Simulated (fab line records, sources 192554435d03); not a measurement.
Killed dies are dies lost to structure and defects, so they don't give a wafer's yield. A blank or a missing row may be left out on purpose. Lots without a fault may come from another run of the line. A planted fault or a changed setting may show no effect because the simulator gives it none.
One fault seen from 2 desks | flow n5_finfet | each desk has only its own numbers; what lay behind them comes last

THE TOOL OWNER'S DESK: litho_track-04
The tool's own readings at N5_BEOL_M13_COAT_04 (resist thk 400 nm): means of the sampled wafers that have a number, for each lot that ran on this tool. A lot is out of limits, marked OUT, if its mean lies more than 4 standard deviations from the usual mean; the brackets give that distance.
Columns: A = dispense_pressure_kPa at N5_BEOL_M13_COAT_04, usual 53.9 kPa; B = spin_speed_rpm at N5_BEOL_M13_COAT_04, usual 1625.3 rpm
lot  | first seen here | A    | B
L122 | day 15 09:02    | 55.6 | 1625.9
L124 | day 16 03:31    | 55.6 | 1624.7
L128 | day 16 17:01    | 55.6 | 1626.2
L133 | day 18 04:50    | 55.5 | 1573.8 (-51) OUT
L134 | day 18 12:11    | 55.5 | 1573.3 (-52) OUT
This desk's finding: out of limits on L133, L134; first on L133, day 18 04:50 (spin_speed_rpm at N5_BEOL_M13_COAT_04). In limits: L122, L124, L128.

THE METROLOGY DESK
What the gauges read, lot by lot, whatever tool the lot ran on: means of the sampled wafers that have a number. A lot is out of limits, marked OUT, if its mean lies more than 4 standard deviations from the usual mean; the brackets give that distance.
Columns: A = cd_nm at N5_BEOL_M12_CD_MEAS_28, usual 160.0 nm; B = cd_nm at N5_BEOL_M13_CD_MEAS_17, usual 190.8 nm
lot  | first seen here | A     | B
L116 | day 11 18:41    | 160.1 | 191.9
L121 | day 14 18:11    | 159.7 | 190.6
L120 | day 14 19:37    | 161.6 | 192.0
L122 | day 15 04:05    | 159.8 | 191.2
L124 | day 15 21:34    | 159.1 | 188.8
L128 | day 16 10:17    | 161.3 | 190.6
L117 | day 16 19:37    | 161.0 | 190.3
L133 | day 17 23:59    | 158.6 | 189.2
L134 | day 18 06:34    | 159.0 | 190.8
L137 | day 18 06:50    | 159.9 | 192.8
L135 | day 18 08:34    | 158.7 | 191.8
This desk's finding: nothing out of limits on any of the 11 lots.

PUT TOGETHER
The tool owner's desk could have raised an alarm at day 18 04:50, on L133, L134.
The metrology desk saw nothing out of limits.
The metrology desk has L133, L134 on record, within its limits.
Of the lots named, all ran N5_BEOL_M13_COAT_04 on litho_track-04.

WHAT THE SIMULATOR HAD PUT IN
Process parameter drift: litho_track-04, from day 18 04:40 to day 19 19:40, at N5_BEOL_M13_COAT_04. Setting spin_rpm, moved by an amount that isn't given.
Lots struck among those shown: L133, L134.
Hours from the fault's start to each desk's first reading out of limits: the tool owner's desk, 0.
